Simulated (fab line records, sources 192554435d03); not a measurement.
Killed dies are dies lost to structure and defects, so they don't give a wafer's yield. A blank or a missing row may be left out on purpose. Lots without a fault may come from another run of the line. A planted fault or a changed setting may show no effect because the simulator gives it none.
Which tool did it? | flow n5_finfet | 10 lots, 30 wafers sampled, at 1 step of a route of 1938

WHAT THE GAUGES READ, wafer by wafer
N5_FIN_CUT_OVL_MEAS_09.
lot  | measured    | on         | FIN_CUT_OVL (nm)
L471 | day 2 22:55 | overlay-01 | -0.4 -0.5 -0.3
L472 | day 3 04:24 | overlay-02 | 0.0 -0.1 0.1
L474 | day 3 17:46 | overlay-02 | -0.5 -0.5 -0.8
L475 | day 3 22:20 | overlay-02 | -0.2 -0.3 -0.8
L477 | day 4 09:50 | overlay-02 | -0.5 -0.1 0.3
L478 | day 4 14:34 | overlay-01 | -0.4 -0.7 -0.3
L484 | day 6 03:04 | overlay-01 | 0.1 -0.1 0.3
L487 | day 6 21:01 | overlay-01 | -1.1 -1.3 -0.6
L488 | day 7 02:32 | overlay-01 | 0.0 0.4 0.9
L489 | day 7 08:14 | overlay-02 | -0.4 0.1 -1.1

WHICH TOOL RAN EACH LOT (tool, then ch and the chambers of the sampled wafers, then the start)
The record holds no process step before these readings.

THE ANSWER, worked out from the rows above alone
Rule: what is usual is taken from the lots themselves. Put in order of their means at a reading, lots are off if they are a third of the lots or fewer, leave a main group of 4 or more, and stand apart from it by a gap of 3 or more times the standard deviation of the main group's means; of several such gaps the widest counts. A main group whose means are all the same, to the digits that the tables above print for the reading, isn't used. A lot without any number at a reading at which 4 lots or more have one is off too. The other lots that the step has rows for count as sound.
No lot is off at any reading shown: from this, nothing can be told.

WHAT THE SIMULATOR HAD PUT IN
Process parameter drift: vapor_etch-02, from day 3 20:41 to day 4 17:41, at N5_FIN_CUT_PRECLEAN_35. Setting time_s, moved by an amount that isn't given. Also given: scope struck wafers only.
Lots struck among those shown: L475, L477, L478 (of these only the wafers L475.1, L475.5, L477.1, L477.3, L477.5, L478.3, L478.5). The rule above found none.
